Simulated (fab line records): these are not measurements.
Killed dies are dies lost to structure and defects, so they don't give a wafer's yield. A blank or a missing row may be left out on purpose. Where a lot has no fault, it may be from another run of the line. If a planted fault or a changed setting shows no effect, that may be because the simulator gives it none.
fab line records	flow n5-finfet
[record] lots = 6	wafers = 18	last-day = 20
route steps=1938 shown BEOL_M7@1311 PASSIVATION@1936
lots with no fault: from the same line, run without faults
start-h: start of the lot's first displayed wafer, in hours after the record's first day	wait-h: hours elapsed since this lot's preceding step	" identical to the entry in the row above	L1.1+2: several wafers, shown together as one row	- no value, or no start given	* or withheld: withheld	< > ~ a bound
route shown NAME@n: a module of which the file shows steps, and the number in the route of the first	usual: mean/standard deviation of fault-free wafers	same: alike in all rows	chamber/n: place in a boat	sites: per-site readings	_std_site: standard deviation of those values	_edge_site: mean of outer sites minus mean of inner sites	radius-mm: how far each site lies from the wafer's centre	mask NAME#n: copy n	behind: the tool/chamber that last shaped the wafer	hold: why the lot was held/for how many hours/how that ended	device: the transistor (n, p or np) that didn't switch	end of line: tests run on the same wafers once the route is complete	a step given without rows: its recipe and nothing more	killed: count of dies lost to structure and defects at first sort (not the wafer's yield)	map: dies across one wafer; x = killed, . = not, _ = none there
set.NAME: setting as actually run; set.NAME@STEP: the setting as run at that earlier step	model.NAME: the simulator's own value behind a step, which no gauge read
a table for each step, a row for each wafer; lots at some steps of the route
services: from which hour (start-h, from the record's first day; less than 0 if before it) a tool's chamber was out of use, for how many hours, and why
[[steps]]
[step N5_BEOL_M7_OCD_MEAS_38]
[usual] trench-depth-nm = 93.1/1.3
lot.wafer	tool	chamber	start-h	wait-h	trench-depth-nm
L435.1	ocd-02	-	234.88	-	92.1
L435.3	"	-	"	"	93.3
L435.4	"	-	"	"	92.9
L447.2	ocd-01	-	313.29	-	93.7
L447.3	"	-	"	"	94.6
L447.5	"	-	"	"	93.1
L448.1	ocd-02	-	314.12	-	94.2
L448.4	"	-	"	"	93.5
L448.6	"	-	"	"	93.0
L453.3	ocd-01	-	352.81	-	94.8
L453.4	"	-	"	"	94.2
L453.6	"	-	"	"	94.9
L457.4	ocd-02	-	382.20	-	93.0
L457.5	"	-	"	"	94.5
L457.6	"	-	"	"	93.2
L458.1	ocd-02	-	395.77	-	89.8
L458.2	"	-	"	"	93.2
L458.3	"	-	"	"	92.7
[step N5_BEOL_M7_HM_STRIP_39]
[recipe] chemistry = peroxide-tin-strip	material = TiN	target-depth-a = 250	temp-c = 50	time-s = 158
[step N5_BEOL_M7_SRD_40]
[recipe] time-s = 30	temp-c = 23	rinse-liquid = diw	dry = ipa-marangoni
[step N5_BEOL_M7_PRECLEAN_42]
[recipe] chemistry = residue-remover	time-s = 60	temp-c = 40
[step N5_BEOL_M7_SRD_43]
[recipe] time-s = 30	temp-c = 23	rinse-liquid = diw	dry = ipa-marangoni
[step N5_BEOL_M7_CD_MEAS_35]
[recipe] target-cd-nm = 40	polarity = opening
[usual] cd-nm = 40.1/0.55
lot.wafer	tool	chamber	start-h	wait-h	cd-nm
L435.1	cd-sem-03	-	235.03	0.0	39.9
L435.3	"	-	"	"	39.6
L435.4	"	-	"	"	39.8
L447.2	cd-sem-03	-	313.45	0.0	40.7
L447.3	"	-	"	"	41.0
L447.5	"	-	"	"	41.8
L448.1	cd-sem-01	-	314.27	0.0	39.7
L448.4	"	-	"	"	39.8
L448.6	"	-	"	"	39.6
L453.3	cd-sem-01	-	352.97	0.0	40.4
L453.4	"	-	"	"	40.2
L453.6	"	-	"	"	39.8
L457.4	cd-sem-02	-	382.36	0.0	40.2
L457.5	"	-	"	"	40.3
L457.6	"	-	"	"	40.1
L458.1	cd-sem-02	-	395.93	0.0	39.9
L458.2	"	-	"	"	38.9
L458.3	"	-	"	"	40.2
[step N5_BEOL_M7_CURE_75]
[recipe] temp-c = 370	time-s = 120	ambient = DMADMS/He	material = SiCOH_lowk
[usual] lamp-power-pct = 52.32/0.05	wafer_temp_C_max = 371.7/0.51
lot.wafer	tool	chamber	start-h	wait-h	lamp-power-pct	wafer_temp_C_max
L435.1	uv-cure-03	0	235.07	0.0	52.34	371.0
L435.3	"	0	"	"	52.27	370.8
L435.4	"	0	"	"	52.35	370.5
L447.2	uv-cure-01	2	313.59	0.1	52.32	371.6
L447.3	"	2	"	"	52.33	371.6
L447.5	"	2	"	"	52.22	371.6
L448.1	uv-cure-02	2	314.31	0.0	52.31	372.5
L448.4	"	2	"	"	52.33	371.8
L448.6	"	2	"	"	52.33	372.2
L453.3	uv-cure-01	0	353.10	0.1	52.34	371.1
L453.4	"	0	"	"	52.31	371.4
L453.6	"	0	"	"	52.24	371.1
L457.4	uv-cure-01	1	382.55	0.2	52.30	371.3
L457.5	"	1	"	"	52.33	371.2
L457.6	"	1	"	"	52.36	371.6
L458.1	uv-cure-01	0	395.97	0.0	52.33	371.3
L458.2	"	0	"	"	52.29	371.4
L458.3	"	0	"	"	52.27	371.1
[step N5_BEOL_M7_DEGAS_44]
[recipe] ambient = vacuum	temp-c = 250	time-s = 60
[usual] heater-power-w = 340/36
lot.wafer	tool	chamber	start-h	wait-h	heater-power-w
L435.1	pvd-sputter-01	-	235.45	0.3	408
L435.3	"	-	"	"	341
L435.4	"	-	"	"	347
L447.2	pvd-sputter-02	-	314.25	0.6	322
L447.3	"	-	"	"	358
L447.5	"	-	"	"	321
L448.1	pvd-sputter-01	-	315.75	1.4	353
L448.4	"	-	"	"	343
L448.6	"	-	"	"	408
L453.3	pvd-sputter-02	-	353.71	0.6	327
L453.4	"	-	"	"	374
L453.6	"	-	"	"	380
L457.4	pvd-sputter-02	-	382.87	0.3	316
L457.5	"	-	"	"	390
L457.6	"	-	"	"	381
L458.1	pvd-sputter-03	-	396.48	0.5	285
L458.2	"	-	"	"	283
L458.3	"	-	"	"	299
[step N5_BEOL_M7_PRE_CLEAN_45]
[recipe] gas = H2/He	time-s = 30	temp-c = 250
[usual] heater-power-w = 340/36
lot.wafer	tool	chamber	start-h	wait-h	heater-power-w
L435.1	pvd-sputter-01	-	235.49	0.0	415
L435.3	"	-	"	"	331
L435.4	"	-	"	"	350
L447.2	pvd-sputter-02	-	314.29	0.0	317
L447.3	"	-	"	"	348
L447.5	"	-	"	"	320
L448.1	pvd-sputter-01	-	315.79	0.0	367
L448.4	"	-	"	"	355
L448.6	"	-	"	"	419
L453.3	pvd-sputter-02	-	353.75	0.0	318
L453.4	"	-	"	"	376
L453.6	"	-	"	"	379
L457.4	pvd-sputter-02	-	382.91	0.0	326
L457.5	"	-	"	"	372
L457.6	"	-	"	"	380
L458.1	pvd-sputter-03	-	396.52	0.0	293
L458.2	"	-	"	"	290
L458.3	"	-	"	"	304
[step N5_BEOL_M7_ALD_77]
[recipe] material = TaN	target-thk-a = 20	temp-c = 275	ald-precursor-family = PDMAT	ald-co-reactant = NH3	pressure-torr = 3	carrier-flow-sccm = 1500	pulse-time-s = 2	purge-time-s = 3	co-reactant-purge-time-s = 2	co-reactant-pulse-time-s = 3	ald-cycles = 40	precursor-vessel-temp-c = 75	precursor-vessel-pressure-torr = 26.25	precursor-vessel-carrier-sccm = 1000
[usual] heater-power-w = 400/35
[same] co-reactant-pulse-time-s = 3	purge-time-s = 3
lot.wafer	tool	chamber	start-h	wait-h	heater-power-w	since-wet-clean-h
L435.1	ald-metal-04	1	235.61	0.1	438	4514
L435.3	"	0	"	"	371	4514
L435.4	"	2	"	"	369	4514
L447.2	ald-metal-01	2	314.35	0.0	473	6131
L447.3	"	0	"	"	358	6131
L447.5	"	3	"	"	361	-
L448.1	ald-metal-03	2	315.85	0.0	400	1517
L448.4	"	0	"	"	415	1517
L448.6	"	0	"	"	433	-
L453.3	ald-metal-03	3	353.89	0.1	404	1555
L453.4	"	2	"	"	392	1555
L453.6	"	1	"	"	360	-
L457.4	ald-metal-04	2	382.97	0.0	369	4661
L457.5	"	0	"	"	377	-
L457.6	"	1	"	"	445	-
L458.1	ald-metal-03	1	396.64	0.1	346	1598
L458.2	"	3	"	"	411	1598
L458.3	"	0	"	"	426	1598
[step N5_BEOL_M7_SURFACE_TREAT_79]
[recipe] gas = Ar	time-s = *	ion-energy-ev = *	ion-current-ma-cm2 = 0.5	pressure-mtorr = *	ar-flow-sccm = 30
[usual] throttle-valve-pct = *
lot.wafer	tool	chamber	start-h	wait-h	throttle-valve-pct
L435.1	pvd-sputter-01	-	235.92	0.2	*
L435.3	"	-	"	"	*
L435.4	"	-	"	"	*
L447.2	pvd-sputter-03	-	314.71	0.2	*
L447.3	"	-	"	"	*
L447.5	"	-	"	"	*
L448.1	pvd-sputter-01	-	316.27	0.3	*
L448.4	"	-	"	"	*
L448.6	"	-	"	"	*
L453.3	pvd-sputter-03	-	354.22	0.2	*
L453.4	"	-	"	"	*
L453.6	"	-	"	"	*
L457.4	pvd-sputter-01	-	383.25	0.2	*
L457.5	"	-	"	"	*
L457.6	"	-	"	"	*
L458.1	pvd-sputter-02	-	397.02	0.2	*
L458.2	"	-	"	"	*
L458.3	"	-	"	"	*
[step N5_BEOL_M7_CVD_78]
[recipe] material = Co	target-thk-a = 20	temp-c = withheld	precursor = CCTBA/H2	pressure-torr = 30	time-s = 142.3
[step N5_BEOL_M7_SPUTTER_48]
[recipe] material = Cu	target-thk-a = 100	temp-c = -20	bias-v = 60	power-w = 26000	chamber-pressure-pa = 0.13	time-s = 1.667
[usual] cathode-dc-power-W = 26000/4.5	throttle-valve-pct = 29.8/1
lot.wafer	tool	chamber	start-h	wait-h	cathode-dc-power-W	throttle-valve-pct
L435.1	pvd-sputter-01	-	236.12	0.1	26005	30.1
L435.3	"	-	"	"	26000	28.7
L435.4	"	-	"	"	25992	31.3
L447.2	pvd-sputter-01	-	315.67	0.6	26003	31.5
L447.3	"	-	"	"	24670	28.3
L447.5	"	-	"	"	26004	28.6
L448.1	pvd-sputter-01	-	316.49	0.1	24664	28.2
L448.4	"	-	"	"	25998	31.3
L448.6	"	-	"	"	26002	30.2
L453.3	pvd-sputter-02	-	354.54	0.2	26000	28.6
L453.4	"	-	"	"	26001	29.7
L453.6	"	-	"	"	26005	31.2
L457.4	pvd-sputter-02	-	383.43	0.0	26001	29.7
L457.5	"	-	"	"	26010	30.3
L457.6	"	-	"	"	25994	31.2
L458.1	pvd-sputter-01	-	398.92	1.6	25995	31.0
L458.2	"	-	"	"	25994	28.5
L458.3	"	-	"	"	25997	29.6
[step N5_BEOL_M7_ECD_50]
[recipe] material = Cu	target-thk-a = 3000
[step N5_PASSIVATION_PROBE_49]
[usual] defect-limited-yield = 91.2/1.3	killed_at_M0_to_M3 = 34/9.2	killed_at_M4_up = 14/5	killed-at-contacts = 13/6.7	killed-at-front-end = 39/12	killed-at-other = 4/3.3	killed-dies = 104/15	killed-open = 68/12	killed-short = 34/7.5	sort_bin_5_function = 5.2/0.87	sort_bin_6_memory = 3.3/0.63	sort-n-pass = 1076/15	sort-yield-pct = 91.2/1.3
[same] gross-dies = 1180	killed-at-back-side = 0	sort_bin_4_leakage[%] = 0	sort_bin_8_speed[%] = 0
lot.wafer	tool	chamber	start-h	wait-h	defect-limited-yield[%]	killed_at_M0_to_M3	killed_at_M4_up	killed-at-contacts	killed-at-front-end	killed-at-other	killed-dies	killed-open	killed-short	sort_bin_5_function[%]	sort_bin_6_memory[%]	sort-n-pass	sort-yield-pct[%]
L435.1	prober-01	-	316.14	0.0	91.9	37	18	5	33	2	95	49	45	4.5	2.8	1085	91.9
L435.3	prober-01	-	316.24	0.1	91.8	43	8	4	37	5	97	53	42	4.7	3.0	1083	91.8
L435.4	prober-01	-	316.29	0.2	90.7	36	10	12	51	1	110	56	50	4.8	3.8	1070	90.7
L447.5	prober-02	-	392.70	0.2	90.2	40	19	5	49	3	116	87	29	6.0	3.7	1064	90.2
L448.1	prober-02	-	397.02	0.0	88.8	34	21	22	53	2	132	93	36	6.9	4.2	1048	88.8
L448.4	prober-02	-	397.17	0.2	91.1	19	16	27	41	2	105	70	33	4.6	4.2	1075	91.1
L448.6	prober-02	-	397.27	0.3	89.3	38	6	27	52	3	126	84	40	6.4	3.7	1054	89.3
L453.3	prober-02	-	438.13	0.6	91.0	31	9	17	38	11	106	74	31	5.5	3.1	1074	91.0
L453.4	prober-02	-	438.18	0.6	89.7	34	14	17	43	13	121	74	43	5.8	4.2	1059	89.7
L453.6	prober-02	-	438.28	0.7	90.2	54	17	17	27	1	116	74	34	5.2	4.0	1064	90.2
L458.1	prober-01	-	469.22	0.0	92.8	17	9	11	47	1	85	56	28	4.2	3.1	1095	92.8
L458.2	prober-01	-	469.27	0.1	93.6	28	13	4	30	1	76	53	22	3.8	2.4	1104	93.6
L458.3	prober-01	-	469.32	0.1	92.7	23	17	15	27	4	86	54	29	4.2	3.1	1094	92.7
// killed by level:class
L435.1 BEOL_M3:geometric-particle:short=11 FIN_SAQP:geometric-particle:short=9 STI_FIN_REVEAL:geometric-particle:open=9 BEOL_M4:geometric-particle:open=7 BEOL_M3:geometric-particle:open=6 BEOL_M2:geometric-particle:short=5 BEOL_M5:geometric-particle:open=5 FIN_SAQP:geometric-particle:open=4
L435.3 FIN_SAQP:geometric-particle:short=13 STI_FIN_REVEAL:geometric-particle:open=11 BEOL_M0_SAQP:geometric-particle:short=10 BEOL_M4:geometric-particle:open=8 BEOL_M0_SAQP:geometric-particle:open=7 BEOL_M2:geometric-particle:open=6 BEOL_M3:geometric-particle:short=5 BEOL_M3:geometric-particle:open=5
L435.4 BEOL_M3:geometric-particle:short=15 FIN_SAQP:geometric-particle:short=14 FIN_SAQP:geometric-particle:open=10 MOL_CONTACT_COAG:geometric-particle:open=9 STI_FIN_REVEAL:geometric-particle:open=8 BEOL_M3:geometric-particle:open=5 BEOL_M2:geometric-particle:open=4 BEOL_M2:geometric-particle:short=4
L447.5 FIN_SAQP:geometric-particle:open=19 BEOL_M3:geometric-particle:open=15 BEOL_M5:geometric-particle:open=11 BEOL_M0_SAQP:geometric-particle:open=8 BEOL_M0_SAQP:geometric-particle:short=7 DUMMY_GATE:geometric-particle:open=6 STARTING-WAFER:geometric-particle:short=6 STI_FIN_REVEAL:geometric-particle:open=5
L448.1 STI_FIN_REVEAL:geometric-particle:open=20 MOL_CONTACT_COAG:geometric-particle:open=20 FIN_SAQP:geometric-particle:short=10 BEOL_M1:geometric-particle:open=8 BEOL_M0_SAQP:geometric-particle:short=6 BEOL_M0_SAQP:geometric-particle:open=6 DUMMY_GATE:geometric-particle:open=5 BEOL_M3:geometric-particle:open=5
L448.4 MOL_CONTACT_COAG:geometric-particle:open=22 STI_FIN_REVEAL:geometric-particle:open=9 DUMMY_GATE:geometric-particle:open=8 FIN_SAQP:geometric-particle:open=7 FIN_SAQP:geometric-particle:short=6 MOL_CONTACT_COAG:geometric-particle:short=5 BEOL_M0_SAQP:geometric-particle:open=5 BEOL_M4:geometric-particle:open=5
L448.6 MOL_CONTACT_COAG:geometric-particle:open=23 FIN_SAQP:geometric-particle:open=9 STI_FIN_REVEAL:geometric-particle:open=9 DUMMY_GATE:geometric-particle:open=8 BEOL_M1:geometric-particle:open=8 FIN_SAQP:geometric-particle:short=7 GATE_CUT:geometric-particle:short=6 BEOL_M3:geometric-particle:open=5
L453.3 MOL_CONTACT_COAG:geometric-particle:open=14 BEOL_M2:geometric-particle:open=10 FIN_SAQP:geometric-particle:short=9 DUMMY_GATE:geometric-particle:open=9 BEOL_M0_SAQP:geometric-particle:open=7 BEOL_M3:geometric-particle:open=6 STI_FIN_REVEAL:geometric-particle:open=4 FIN_SAQP:geometric-particle:open=3
L453.4 MOL_CONTACT_COAG:geometric-particle:open=16 FIN_SAQP:geometric-particle:short=14 BEOL_M2:geometric-particle:open=12 BEOL_M4:geometric-particle:open=9 DUMMY_GATE:geometric-particle:open=7 PASS1_CAP:geometric-particle:open=6 GATE_CUT:geometric-particle:short=5 BEOL_M3:geometric-particle:open=5
L453.6 MOL_CONTACT_COAG:geometric-particle:open=15 BEOL_M2:geometric-particle:open=13 BEOL_M3:geometric-particle:open=11 BEOL_M0_SAQP:geometric-particle:short=11 FIN_SAQP:geometric-particle:short=10 BEOL_M0_SAQP:geometric-particle:open=8 FIN_SAQP:geometric-particle:open=4 BEOL_M1:geometric-particle:open=4
L458.1 MOL_CONTACT_COAG:geometric-particle:open=10 STI_FIN_REVEAL:geometric-particle:open=9 FIN_SAQP:geometric-particle:short=7 DUMMY_GATE:geometric-particle:open=6 GATE_CUT:geometric-particle:short=6 BEOL_M2:geometric-particle:open=5 STARTING-WAFER:geometric-particle:open=4 GATE_CUT:geometric-particle:open=4
L458.2 BEOL_M3:geometric-particle:open=9 FIN_SAQP:geometric-particle:short=7 BEOL_M2:geometric-particle:open=6 STI_FIN_REVEAL:geometric-particle:open=4 GATE_CUT:geometric-particle:open=4 BEOL_M0_SAQP:geometric-particle:short=4 BEOL_M8:geometric-particle:open=4 FIN_SAQP:geometric-particle:open=3
L458.3 MOL_CONTACT_COAG:geometric-particle:open=11 BEOL_M4:geometric-particle:open=8 BEOL_M2:geometric-particle:open=7 FIN_SAQP:geometric-particle:short=6 DUMMY_GATE:geometric-particle:open=5 MOL_CONTACT_COAG:geometric-particle:short=4 BEOL_M3:geometric-particle:open=4 GATE_CUT:geometric-particle:short=3
[[services]]
tool	chamber	start-h	hours	kind
pvd-sputter-03	-	211.08	3.7	repair
ald-metal-04	2	218.00	4.3	repair
ald-metal-03	1	220.55	14.1	repair
ald-metal-03	-	224.35	0.4	repair
ald-metal-03	3	228.52	4.3	repair
ald-metal-04	2	257.00	28.1	repair
ald-metal-03	0	272.87	29.1	repair
uv-cure-03	-	280.04	12.5	repair
ald-metal-04	2	321.23	4.5	repair
ald-metal-01	-	337.25	14.0	pm
ald-metal-01	0	337.25	14.0	vent-cycle
ald-metal-01	1	337.25	14.0	vent-cycle
ald-metal-01	2	337.25	14.0	vent-cycle
ald-metal-01	3	337.25	14.0	vent-cycle
uv-cure-02	-	348.48	2.1	pm
uv-cure-03	-	350.66	1.1	repair
ald-metal-01	0	351.25	-	clean
ald-metal-01	1	351.25	-	clean
ald-metal-01	-	351.93	0.8	repair
uv-cure-02	-	354.24	0.6	repair
ald-metal-03	-	376.54	3.2	repair
uv-cure-02	-	379.58	5.1	repair
uv-cure-01	-	384.60	1.0	pm
uv-cure-02	-	391.20	3.4	pm
[[key]]
[first-sign] step = N5_BEOL_M7_SPUTTER_48	reading = cathode-dc-power-W	direction = down	sigmas = 99+	usual = *	struck = *
effect none on later readings
met-at N5_BEOL_M7_SPUTTER_48
struck-wafers L447.3,L448.1
[fault] kind = process-parameter-drift	tool = pvd-sputter-01	chamber = -	onset-h = 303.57	steps = N5_BEOL_M7_SPUTTER_48	channel = power-w	offset = *	shape = step	end-h = 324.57	acts-in = *	stated = *	scope = struck-wafers-only
